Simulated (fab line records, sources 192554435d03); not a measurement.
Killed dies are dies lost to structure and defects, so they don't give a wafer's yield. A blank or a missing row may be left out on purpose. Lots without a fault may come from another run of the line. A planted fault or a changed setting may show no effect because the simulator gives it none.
fab line records | flow n5_finfet
record lots=7 wafers=39
route steps=1938 shown SD_EPI_N@278 MOL_CONTACT_COAG@537 BEOL_M1@797 BEOL_M3@981 BEOL_M6@1260 BEOL_M8@1344
start_h: hours from the record's first day to the start of the lot's first wafer shown | wait_h: hours since the lot's step before | " the same as in the row above | L1.1+2: a row that stands for several wafers | - no value, or no start given | * or withheld: withheld | < > ~ a bound
route shown NAME@n: a module of which the file shows steps, and the number in the route of the first | usual: mean/standard deviation of fault-free wafers | same: alike in all rows | chamber/n: place in a boat | sites: the reading at each site | _std_site: their standard deviation | _edge_site: outer sites' mean less inner sites' | radius_mm: how far each site lies from the wafer's centre | mask NAME#n: copy n | behind: the tool/chamber that last shaped the wafer | hold: why the lot was held/for how many hours/how that ended | device: the transistor (n, p or np) that didn't switch | end of line: the same wafers' tests at the end of the route | a step without rows: its recipe alone | killed: dies lost to structure and defects at the first sort, not the wafer's yield | map: a wafer's dies, x killed, . not, _ none there
set.NAME: the setting as run; set.NAME@STEP: as run at that earlier step | model.NAME: the simulator's own value behind a step, which no gauge read
lots whose settings were changed on purpose; a table a step, a row a wafer
## steps
# step N5_SD_EPI_N_ETCH_45
# recipe chemistry=CH3F/O2 target=SiOCN target_depth_a=60 mask_material=SOC ion_energy_ev=60 bias_w=29 pressure_mtorr=15 source_w=410 Ar_flow_sccm=150 CH3F_flow_sccm=30 O2_flow_sccm=20
# columns lot.wafer tool chamber start_h wait_h set.target_depth_a model.etch.depth_nm
L076.1 rie_diel-06 0 64.09 0.1 60 6.059
L076.2 " 2 " " 38.53 3.86
L076.3 " 1 " " 38.53 3.89
L076.4 " 3 " " 60 6.107
L076.5 " 0 " " 60 5.965
L076.6 " 3 " " 38.53 3.921
L080.1 rie_diel-06 0 88.36 0.1 71.86 7.245
L080.2 " 1 " " 60 6.087
L080.3 " 2 " " 71.86 7.228
L080.4 " 3 " " 60 6.168
L080.5 " 3 " " 60 6.153
L080.6 " 2 " " 71.86 7.173
L081.2 rie_diel-06 0 94.49 0.1 60 5.976
L081.3 " 2 " " 60 5.988
L081.6 " 2 " " 60 5.977
L084.1 rie_diel-06 1 113.14 0.1 26.28 2.624
L084.2 " 0 " " 60 5.984
L084.3 " 2 " " 26.28 2.6
L084.4 " 3 " " 60 6.021
L084.5 " 3 " " 60 6.041
L084.6 " 2 " " 26.28 2.597
L085.1 rie_diel-01 1 115.88 0.1 60 6.146
L085.2 " 0 " " 60 6.067
L085.3 " 2 " " 60 6.027
L085.4 " 3 " " 60 5.882
L085.5 " 3 " " 60 5.935
L085.6 " 2 " " 60 6.044
L095.1 rie_diel-06 2 176.61 0.1 37.67 3.734
L095.2 " 3 " " 60 6.149
L095.3 " 1 " " 60 6.073
L095.4 " 0 " " 60 6.011
L095.5 " 2 " " 37.67 3.727
L095.6 " 3 " " 37.67 3.829
L097.1 rie_diel-03 2 189.05 0.1 26.75 2.654
L097.2 " 1 " " 26.75 2.642
L097.3 " 3 " " 26.75 2.609
L097.4 " 0 " " 60 5.928
L097.5 " 0 " " 60 6
L097.6 " 3 " " 60 5.833
# step N5_MOL_CONTACT_COAG_ETCH_15
# recipe chemistry=CH3F/O2 target=SiNx target_depth_a=70 mask_material=SOC stop_on=Si:P over_etch_frac=0.75 ion_energy_ev=120 pressure_mtorr=30 source_w=395 bias_w=73 Ar_flow_sccm=150 CH3F_flow_sccm=30 O2_flow_sccm=20
# columns lot.wafer tool chamber start_h wait_h set.target_depth_a model.SOC_of_MOL_CONTACT_COAG_COAT_103.thk_nm
L076.1+2 rie_diel-01 2,1 102.15 0.0 37.7 77
L076.3 " 0 " " 70 75.6
L076.4 " 3 " " 70 75.8
L076.5 " 0 " " 70 75.4
L076.6 " 3 " " 37.7 77.6
L080.1+2 rie_diel-01 0,2 127.00 0.0 110.9 73
L080.3 " 1 " " 70 74.6
L080.4 " 3 " " 70 75.2
L080.5 " 3 " " 70 74.8
L080.6 " 0 " " 110.9 72.6
L081.2 rie_diel-01 2 132.73 0.0 70 75
L081.3 " 1 " " 70 75.2
L081.6 " 3 " " 70 75.6
L084.1+3 rie_diel-01 1,2 151.03 0.0 58.71 76
L084.2 " 0 " " 58.71 76.2
L084.4+5+6 " 0,2,1 " " 70 75.6
L085.1+4 rie_diel-01 2 158.03 0.0 50.74 76
L085.2+6 " 1,0 " " 70 75
L085.3 " 0 " " 70 75.2
L085.5 " 1 " " 50.74 76.2
L095.1+3 rie_diel-01 1,2 216.73 0.0 70 75
L095.2+4+6 " 3,0,0 " " 70 75.4
L095.5 " 1 " " 70 75.2
L097.1+3 rie_diel-06 3,2 228.80 0.0 70 75.2
L097.2+6 " 0 " " 96.24 73.8
L097.4 " 1 " " 96.24 74
L097.5 " 1 " " 70 75
# step N5_MOL_CONTACT_COAG_ETCH_110
# recipe chemistry=CF4/O2 target=Si target_depth_a=25 time_s=8 pressure_mtorr=100 source_w=200 bias_w=12 ion_energy_ev=60 Ar_flow_sccm=100 cf4_flow_sccm=100 O2_flow_sccm=10
# columns lot.wafer tool chamber start_h wait_h set.target_depth_a@MOL_CONTACT_COAG_ETCH_15 model.SOC_of_MOL_CONTACT_COAG_COAT_103.thk_nm
L076.1 rie_diel-01 2 102.21 0.0 37.7 75.6
L076.2 " 1 " " 37.7 75.4
L076.3 " 0 " " 70 74.2
L076.4 " 3 " " 70 74.4
L076.5 " 0 " " 70 74
L076.6 " 3 " " 37.7 76
L080.1 rie_diel-01 0 127.06 0.0 110.9 71.6
L080.2 " 2 " " 110.9 71.4
L080.3 " 1 " " 70 73
L080.4 " 3 " " 70 73.6
L080.5 " 3 " " 70 73.4
L080.6 " 0 " " 110.9 71
L081.2 rie_diel-01 2 132.79 0.0 70 73.6
L081.3 " 1 " " 70 73.8
L081.6 " 3 " " 70 74
L084.1+3 rie_diel-01 1,2 151.09 0.0 58.71 74.4
L084.2 " 0 " " 58.71 74.6
L084.4+5 " 0,2 " " 70 74.2
L084.6 " 1 " " 70 74
L085.1 rie_diel-01 2 158.09 0.0 50.74 74.4
L085.2 " 1 " " 70 73.4
L085.3+6 " 0 " " 70 73.6
L085.4+5 " 2,1 " " 50.74 74.6
L095.1+3 rie_diel-01 1,2 216.79 0.0 70 73.6
L095.2+4+5+6 " 3,0,1,0 " " 70 73.8
L097.1+3 rie_diel-06 3,2 228.86 0.0 70 73.6
L097.2+6 " 0 " " 96.24 72.2
L097.4 " 1 " " 96.24 72.6
L097.5 " 1 " " 70 73.4
# step N5_BEOL_M1_VIA_ETCH_34
# recipe chemistry=C4F6/O2 target_depth_a=678 mask_material=SOC pressure_mtorr=15 ion_energy_ev=250 taper_deg=4 time_s=64.4 source_w=350 bias_w=170 Ar_flow_sccm=300 C4F6_flow_sccm=10 O2_flow_sccm=10
# columns lot.wafer tool chamber start_h wait_h set.target_depth_a model.etch.depth_nm model.SOC_of_BEOL_M1_COAT_67.thk_nm
L076.1 rie_diel-04 0 144.56 0.0 678 66.62 52.2
L076.2 " 1 " " 527.7 52.87 53.8
L076.3 " 2 " " 678 66.98 52.2
L076.4 " 3 " " 678 67.75 52
L076.5 " 3 " " 527.7 52.58 54
L076.6 " 2 " " 527.7 52.58 53.8
L080.1 rie_diel-02 3 172.53 0.0 678 68.11 52
L080.2 " 2 " " 678 67.56 52.2
L080.3 " 1 " " 678 68.39 52.2
L080.4 " 0 " " 678 66.8 52.4
L080.5 " 2 " " 678 67.5 52.4
L080.6 " 1 " " 678 68.6 52.4
L081.2 rie_diel-05 0 181.62 0.0 678 67.49 52.4
L081.3 " 2 " " 678 66.53 52.2
L081.6 " 0 " " 678 67.07 52.4
L084.1 rie_diel-04 2 203.73 0.0 678 67.28 52.4
L084.2 " 1 " " 678 67.52 52.4
L084.3 " 0 " " 678 67.22 52.2
L084.4 " 3 " " 678 67.5 52.2
L084.5 " 2 " " 678 67.79 52.4
L084.6 " 1 " " 678 68.04 52.2
L085.1 rie_diel-05 3 203.94 0.0 411.1 39.98 55.6
L085.2 " 2 " " 411.1 40.22 55.4
L085.3 " 1 " " 678 68.07 51.8
L085.4 " 0 " " 678 67.58 52.2
L085.5 " 0 " " 411.1 40.89 55.4
L085.6 " 1 " " 678 68.77 52.2
L095.1 rie_diel-04 1 256.39 0.0 821 81.99 50.4
L095.2 " 0 " " 678 66.39 52.2
L095.3 " 3 " " 678 67.91 52
L095.4 " 2 " " 821 81.09 50.4
L095.5 " 0 " " 678 66.66 52.2
L095.6 " 1 " " 821 81.07 50.8
L097.1 rie_diel-02 0 268.01 0.0 678 66.61 52.2
L097.2 " 1 " " 678 68.09 52
L097.3 " 2 " " 678 68.16 52
L097.4 " 0 " " 678 67.23 52.2
L097.5 " 2 " " 678 67.08 52.2
L097.6 " 1 " " 678 68.25 52.2
# step N5_BEOL_M3_ETCH_41
# recipe chemistry=CH3F/O2 target=SiCN target_depth_a=299 taper_deg=2 time_s=52.5 ion_energy_ev=120 mask_material=TiN pressure_mtorr=30 source_w=395 bias_w=75 Ar_flow_sccm=150 CH3F_flow_sccm=30 O2_flow_sccm=20
# columns lot.wafer tool chamber start_h wait_h set.target_depth_a model.etch.depth_nm
L076.1 rie_diel-02 1 - - 299 20.24
L076.2 " 3 " " 145.6 9.68
L076.3 " 0 " " 299 19.64
L076.4 " 2 " " 145.6 9.667
L076.5 " 1 " " 145.6 9.81
L076.6 " 0 " " 299 19.82
L081.2 rie_diel-02 3 - - 299 19.84
L081.3 " 1 " " 299 20.04
L081.6 " 3 " " 299 19.72
L080.1 rie_diel-04 2 - - 441.6 29.55
L080.2 " 1 " " 299 20.01
L080.3 " 0 " " 299 19.91
L080.4 " 1 " " 441.6 29.52
L080.5 " 0 " " 299 19.57
L080.6 " 2 " " 441.6 29.57
L084.1 rie_diel-05 0 - - 299 19.61
L084.2 " 3 " " 299 19.3
L084.3 " 2 " " 447.1 30.44
L084.4 " 1 " " 299 20.17
L084.5 " 1 " " 447.1 29.9
L084.6 " 2 " " 447.1 30.07
L085.1 rie_diel-04 2 - - 299 19.7
L085.2 " 0 " " 299 19.47
L085.3 " 3 " " 225 14.98
L085.4 " 1 " " 299 19.76
L085.5 " 2 " " 225 14.82
L085.6 " 1 " " 225 14.75
L095.1+6 rie_diel-02 1 - - 299 20.04
L095.2 " 3 " " 423.2 28.02
L095.3 " 2 " " 299 20.03
L095.4 " 0 " " 423.2 27.81
L095.5 " 0 " " 423.2 27.58
L097.1 rie_diel-04 3 - - 299 20.24
L097.2 " 1 " " 299 19.84
L097.3 " 0 " " 299 19.73
L097.4 " 2 " " 299 19.82
L097.5 " 3 " " 299 20.17
L097.6 " 2 " " 299 19.7
# step N5_BEOL_M6_DEP_56
# recipe material=SiCN target_thk_a=100 temp_c=withheld precursor=3MS/NH3 pressure_torr=3 rf_w=202 time_s=17.5
# columns lot.wafer tool chamber start_h wait_h set.time_s model.SiCN_of_BEOL_M6_DEP_56.thk_nm
L076.1+3 pecvd-01 0,2 205.57 0.0 17.5 9.8
L076.2+4+6 " 1,1,0 " " 17.5 10
L076.5 " 2 " " 17.5 10.2
L081.2+3 pecvd-03 0,2 256.64 0.0 17.5 10
L081.6 " 2 " " 17.5 10.2
L080.1+3 pecvd-03 0,1 260.14 0.0 17.5 10
L080.2 " 2 " " 25.2 14.2
L080.4 " 1 " " 25.2 14.4
L080.5 " 2 " " 25.2 14.8
L080.6 " 0 " " 17.5 10.2
L084.1+2 pecvd-04 1,2 272.86 0.0 20.51 11.4
L084.3 " 1 " " 17.5 9.8
L084.4+5 " 2 " " 17.5 10.2
L084.6 " 1 " " 20.51 11.8
L085.1 pecvd-04 1 285.90 0.0 26.67 15
L085.2+4 " 2,1 " " 17.5 10
L085.3 " 0 " " 17.5 9.8
L085.5+6 " 0,2 " " 26.67 15.2
L095.1+2 pecvd-01 1,0 335.21 0.0 17.5 10
L095.3+4+5+6 " 0,1,1,0 " " 17.5 10.2
L097.1 pecvd-04 0 351.89 0.0 17.5 9.6
L097.2+3+6 " 2,1,0 " " 17.5 9.8
L097.4+5 " 1,2 " " 17.5 10
# step N5_BEOL_M8_DEVELOP_10
# recipe develop_time_s=30 developer=TMAH resist=CAR-ArF rinse_liquid=diw dry=air_spin dev_temp_c=23
# columns lot.wafer tool chamber start_h wait_h set.develop_time_s
L076.1+2+3+4+5+6 litho_track-05 0 - - 30
L081.2+3+6 litho_track-03 0 - - 30
L080.1+3+5 litho_track-05 0 - - 30
L080.2+4+6 " 0 " " 40.48
L084.1+3+5 litho_track-03 0 - - 30
L084.2+4+6 " 0 " " 40.18
L085.1+4+6 litho_track-03 0 - - 13.1
L085.2+3+5 " 0 " " 30
L095.1+5+6 litho_track-02 0 - - 13.41
L095.2+3+4 " 0 " " 30
L097.1+2+6 litho_track-03 0 - - 30
L097.3+4+5 " 0 " " 35.34
# step N5_BEOL_M8_CD_MEAS_11
# recipe target_cd_nm=38.5 landing_energy_ev=500 detector=se_inlens polarity=opening
# usual cd_nm=38.4/0.4
# columns lot.wafer tool chamber start_h wait_h set.develop_time_s@BEOL_M8_DEVELOP_10 cd_nm
L076.1 cd_sem-02 0 218.92 - 30 38.9
L076.2 " 0 " " 30 38.7
L076.3 " 0 " " 30 38.6
L076.4 " 0 " " 30 38.5
L076.5 " 0 " " 30 39.1
L076.6 " 0 " " 30 38.9
L081.2 cd_sem-02 0 270.63 - 30 38.5
L081.3 " 0 " " 30 38.8
L081.6 " 0 " " 30 38.5
L080.1 cd_sem-01 0 273.89 - 30 38.6
L080.2 " 0 " " 40.48 40.1
L080.3 " 0 " " 30 39.1
L080.4 " 0 " " 40.48 39.8
L080.5 " 0 " " 30 38.6
L080.6 " 0 " " 40.48 39.7
L084.1 cd_sem-03 0 284.76 - 30 39.0
L084.2 " 0 " " 40.18 39.9
L084.3 " 0 " " 30 38.2
L084.4 " 0 " " 40.18 39.4
L084.5 " 0 " " 30 38.4
L084.6 " 0 " " 40.18 40.0
L085.1 cd_sem-03 0 296.68 - 13.1 35.4
L085.2 " 0 " " 30 39.0
L085.3 " 0 " " 30 39.2
L085.4 " 0 " " 13.1 35.2
L085.5 " 0 " " 30 39.0
L085.6 " 0 " " 13.1 35.4
L095.1 cd_sem-03 0 344.38 - 13.41 35.6
L095.2 " 0 " " 30 38.5
L095.3 " 0 " " 30 38.2
L095.4 " 0 " " 30 38.9
L095.5 " 0 " " 13.41 35.3
L095.6 " 0 " " 13.41 35.0
L097.1 cd_sem-01 0 363.54 - 30 38.4
L097.2 " 0 " " 30 38.1
L097.3 " 0 " " 35.34 38.5
L097.4 " 0 " " 35.34 38.9
L097.5 " 0 " " 35.34 38.8
L097.6 " 0 " " 30 38.7
# step N5_BEOL_M8_DESCUM_16
# recipe chemistry=O2 time_s=7.9 source_power_w=50 bias_power_w=20 pressure_mtorr=20 rf_frequency_hz=2.712e+07 temp_c=40 resist=CAR-ArF o2_flow_sccm=225
# step N5_BEOL_M8_ETCH_61
# recipe chemistry=CF4 target=SiARC target_depth_a=455 mask_material=CAR-ArF time_s=75.8 ion_energy_ev=80 pressure_mtorr=40 source_w=545 bias_w=36 Ar_flow_sccm=100 cf4_flow_sccm=100 ends=cleared
# columns lot.wafer tool chamber start_h wait_h set.develop_time_s@BEOL_M8_DEVELOP_10 model.BEOL_M8.cd_offset_nm
L076.1+2+3 rie_diel-06 3,2,1 219.08 0.0 30 0
L076.4 " 0 " " 30 -0.2
L076.5 " 2 " " 30 0.4
L076.6 " 1 " " 30 0.2
L081.2 rie_diel-06 3 270.99 0.0 30 0.2
L081.3 " 2 " " 30 0
L081.6 " 3 " " 30 -0.2
L080.1 rie_diel-06 3 274.06 0.0 30 0.4
L080.2 " 0 " " 40.48 1.6
L080.3+5 " 2,0 " " 30 0.2
L080.4 " 3 " " 40.48 0.8
L080.6 " 2 " " 40.48 1.2
L084.1 rie_diel-01 2 285.05 0.0 30 0.4
L084.2+4 " 0,3 " " 40.18 1.4
L084.3 " 1 " " 30 0
L084.5 " 1 " " 30 0.2
L084.6 " 2 " " 40.18 1.8
L085.1+6 rie_diel-06 1,2 296.80 0.0 13.1 -3.2
L085.2+5 " 2,1 " " 30 0.4
L085.3 " 3 " " 30 0.2
L085.4 " 0 " " 13.1 -3.4
L095.1+5 rie_diel-03 0,2 344.55 0.0 13.41 -2.8
L095.2 " 2 " " 30 0.4
L095.3 " 1 " " 30 0
L095.4 " 3 " " 30 0.2
L095.6 " 3 " " 13.41 -3.2
L097.1 rie_diel-01 3 363.66 0.0 30 -0.4
L097.2 " 0 " " 30 -0.2
L097.3 " 1 " " 35.34 -0.2
L097.4 " 0 " " 35.34 0.2
L097.5 " 3 " " 35.34 0
L097.6 " 1 " " 30 0.2
# step N5_BEOL_M8_ETCH_62
# recipe chemistry=N2/H2 target=SOC target_depth_a=1100 overetch_a=220 mask_material=SiARC temp_c=40 time_s=165 ion_energy_ev=200 pressure_mtorr=30 source_w=840 bias_w=150 n2_flow_sccm=200 h2_flow_sccm=200
# step N5_BEOL_M8_STRIP_68
# recipe chemistry=N2/H2 temp_c=40 n2_flow_sccm=200 h2_flow_sccm=200 rf_frequency_hz=6e+07
# step N5_BEOL_M8_STRIP_67
# recipe chemistry=CF4 resist=SiARC power_w=300 bias_power_w=75 pressure_mtorr=50 cf4_flow_sccm=150 rf_frequency_hz=6e+07
# step N5_BEOL_M8_HM_OPEN_17
# recipe chemistry=Cl2/BCl3 target_depth_a=200 overetch_a=60 target=TiN mask_material=SOC ion_energy_ev=150 pressure_mtorr=10 icp_w=1000 bias_w=126 Cl2_flow_sccm=53.25 bcl3_flow_sccm=21.75 Ar_flow_sccm=25
# columns lot.wafer tool chamber start_h wait_h set.develop_time_s@BEOL_M8_DEVELOP_10 model.BEOL_M8.cd_offset_nm
L076.1+2 rie_metal-03 0,1 219.32 0.0 30 0.2
L076.3 " 0 " " 30 0
L076.4+5+6 " 1,0,1 " " 30 0.4
L081.2+3 rie_metal-01 0,1 271.24 0.0 30 0.2
L081.6 " 1 " " 30 -0.4
L080.1 rie_metal-01 1 274.30 0.0 30 0.2
L080.2 " 0 " " 40.48 1.6
L080.3+5 " 1 " " 30 0
L080.4 " 0 " " 40.48 0.8
L080.6 " 0 " " 40.48 1
L084.1 rie_metal-02 0 285.29 0.0 30 0.2
L084.2+4 " 1,0 " " 40.18 1.4
L084.3 " 1 " " 30 0
L084.5 " 1 " " 30 0.4
L084.6 " 0 " " 40.18 1.6
L085.1 rie_metal-01 1 297.05 0.0 13.1 -2.8
L085.2 " 0 " " 30 0.6
L085.3+5 " 0,1 " " 30 0.4
L085.4 " 1 " " 13.1 -3.2
L085.6 " 0 " " 13.1 -3
L095.1 rie_metal-01 0 344.79 0.0 13.41 -3.2
L095.2 " 1 " " 30 0.2
L095.3 " 1 " " 30 -0.4
L095.4 " 0 " " 30 0
L095.5 " 1 " " 13.41 -3
L095.6 " 0 " " 13.41 -3.4
L097.1 rie_metal-02 1 363.90 0.0 30 -0.2
L097.2 " 0 " " 30 0
L097.3+4 " 1,0 " " 35.34 0.2
L097.5 " 0 " " 35.34 0
L097.6 " 1 " " 30 0.4
# step N5_BEOL_M8_STRIP_19
# recipe chemistry=O2 power_w=400 temp_c=40 pressure_mtorr=30 rf_frequency_hz=6e+07 bias_power_w=0 overash_fraction=0.2 o2_flow_sccm=225
# step N5_BEOL_M8_CD_MEAS_18
# recipe pitch_nm=80 target_cd_nm=40
# usual cd_nm=39.9/0.42
# columns lot.wafer tool chamber start_h wait_h set.develop_time_s@BEOL_M8_DEVELOP_10 cd_nm
L076.1 cd_sem-01 - 219.50 0.0 30 39.7
L076.2 " - " " 30 40.3
L076.3 " - " " 30 40.0
L076.4 " - " " 30 40.4
L076.5 " - " " 30 40.7
L076.6 " - " " 30 40.5
L081.2 cd_sem-03 - 271.42 0.1 30 40.2
L081.3 " - " " 30 40.0
L081.6 " - " " 30 39.5
L080.1 cd_sem-03 - 274.48 0.0 30 40.0
L080.2 " - " " 40.48 41.4
L080.3 " - " " 30 40.0
L080.4 " - " " 40.48 40.5
L080.5 " - " " 30 40.2
L080.6 " - " " 40.48 41.2
L084.1 cd_sem-02 - 285.59 0.0 30 40.0
L084.2 " - " " 40.18 41.4
L084.3 " - " " 30 40.2
L084.4 " - " " 40.18 41.5
L084.5 " - " " 30 40.4
L084.6 " - " " 40.18 41.7
L085.1 cd_sem-02 - 297.23 0.0 13.1 36.9
L085.2 " - " " 30 40.1
L085.3 " - " " 30 40.4
L085.4 " - " " 13.1 36.9
L085.5 " - " " 30 40.3
L085.6 " - " " 13.1 37.0
L095.1 cd_sem-02 - 345.02 0.1 13.41 36.6
L095.2 " - " " 30 40.0
L095.3 " - " " 30 40.0
L095.4 " - " " 30 40.1
L095.5 " - " " 13.41 37.1
L095.6 " - " " 13.41 36.5
L097.1 cd_sem-03 - 364.08 0.0 30 39.6
L097.2 " - " " 30 39.9
L097.3 " - " " 35.34 40.0
L097.4 " - " " 35.34 39.9
L097.5 " - " " 35.34 40.1
L097.6 " - " " 30 40.2
# step N5_BEOL_M8_COAT_63
# recipe resist=SOC temp_c=250 time_s=60 spin_rpm=1500 resist_thk_nm=60
# step N5_BEOL_M8_COAT_64
# recipe resist=SiARC temp_c=220 time_s=60 spin_rpm=1500 resist_thk_nm=12
# step N5_BEOL_M8_PRECLEAN_42
# recipe chemistry=residue_remover time_s=60 temp_c=40
# step N5_BEOL_M8_SRD_43
# recipe time_s=30 temp_c=23 rinse_liquid=diw dry=ipa_marangoni
# step N5_BEOL_M8_CD_MEAS_35
# recipe target_cd_nm=40 polarity=opening
# usual cd_nm=39.9/0.44
# columns lot.wafer tool chamber start_h wait_h set.develop_time_s@BEOL_M8_DEVELOP_10 cd_nm
L076.1 cd_sem-01 - 221.34 0.0 30 39.9
L076.2 " - " " 30 40.1
L076.3 " - " " 30 39.9
L076.4 " - " " 30 40.4
L076.5 " - " " 30 40.4
L076.6 " - " " 30 40.4
L081.2 cd_sem-03 - 273.16 0.0 30 40.3
L081.3 " - " " 30 40.0
L081.6 " - " " 30 39.5
L080.1 cd_sem-02 - 275.66 0.0 30 40.1
L080.2 " - " " 40.48 41.7
L080.3 " - " " 30 40.0
L080.4 " - " " 40.48 40.8
L080.5 " - " " 30 40.2
L080.6 " - " " 40.48 41.3
L084.1 cd_sem-01 - 289.10 0.0 30 40.1
L084.2 " - " " 40.18 41.1
L084.3 " - " " 30 39.9
L084.4 " - " " 40.18 41.2
L084.5 " - " " 30 40.3
L084.6 " - " " 40.18 42.0
L085.1 cd_sem-02 - 299.22 0.0 13.1 37.1
L085.2 " - " " 30 40.2
L085.3 " - " " 30 40.2
L085.4 " - " " 13.1 36.5
L085.5 " - " " 30 40.4
L085.6 " - " " 13.1 37.1
L095.1 cd_sem-03 - 346.20 0.0 13.41 36.7
L095.2 " - " " 30 40.1
L095.3 " - " " 30 39.7
L095.4 " - " " 30 39.9
L095.5 " - " " 13.41 37.2
L095.6 " - " " 13.41 36.3
L097.1 cd_sem-03 - 365.22 0.0 30 39.7
L097.2 " - " " 30 40.0
L097.3 " - " " 35.34 39.8
L097.4 " - " " 35.34 40.2
L097.5 " - " " 35.34 40.0
L097.6 " - " " 30 40.5
## key
split step=N5_SD_EPI_N_ETCH_45 setting=target_depth_a stated=60 by=wafer
response step=N5_SD_EPI_N_ETCH_45 reading=model.etch.depth_nm change=+0.0601 per=1% r=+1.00
split step=N5_MOL_CONTACT_COAG_ETCH_15 setting=target_depth_a stated=70 by=wafer
response step=N5_MOL_CONTACT_COAG_ETCH_15 reading=model.SOC_of_MOL_CONTACT_COAG_COAT_103.thk_nm change=-0.0343 per=1% r=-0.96
response step=N5_MOL_CONTACT_COAG_ETCH_110 reading=model.SOC_of_MOL_CONTACT_COAG_COAT_103.thk_nm change=-0.0329 per=1% r=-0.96
split step=N5_BEOL_M1_VIA_ETCH_34 setting=target_depth_a stated=678 by=wafer
response step=N5_BEOL_M1_VIA_ETCH_34 reading=model.etch.depth_nm change=+0.691 per=1% r=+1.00
response step=N5_BEOL_M1_VIA_ETCH_34 reading=model.SOC_of_BEOL_M1_COAT_67.thk_nm change=-0.0829 per=1% r=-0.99
split step=N5_BEOL_M3_ETCH_41 setting=target_depth_a stated=299 by=wafer
response step=N5_BEOL_M3_ETCH_41 reading=model.etch.depth_nm change=+0.2 per=1% r=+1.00
split step=N5_BEOL_M6_DEP_56 setting=time_s stated=17.5 by=wafer
response step=N5_BEOL_M6_DEP_56 reading=model.SiCN_of_BEOL_M6_DEP_56.thk_nm change=+0.0987 per=1% r=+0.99
split step=N5_BEOL_M8_DEVELOP_10 setting=develop_time_s stated=30 by=wafer
response step=N5_BEOL_M8_CD_MEAS_11 reading=cd_nm change=+0.0533 per=1% r=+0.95
response step=N5_BEOL_M8_ETCH_61 reading=model.BEOL_M8.cd_offset_nm change=+0.0512 per=1% r=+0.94
response step=N5_BEOL_M8_HM_OPEN_17 reading=model.BEOL_M8.cd_offset_nm change=+0.0504 per=1% r=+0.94
response step=N5_BEOL_M8_CD_MEAS_18 reading=cd_nm change=+0.0507 per=1% r=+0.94
response step=N5_BEOL_M8_CD_MEAS_35 reading=cd_nm change=+0.05 per=1% r=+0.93
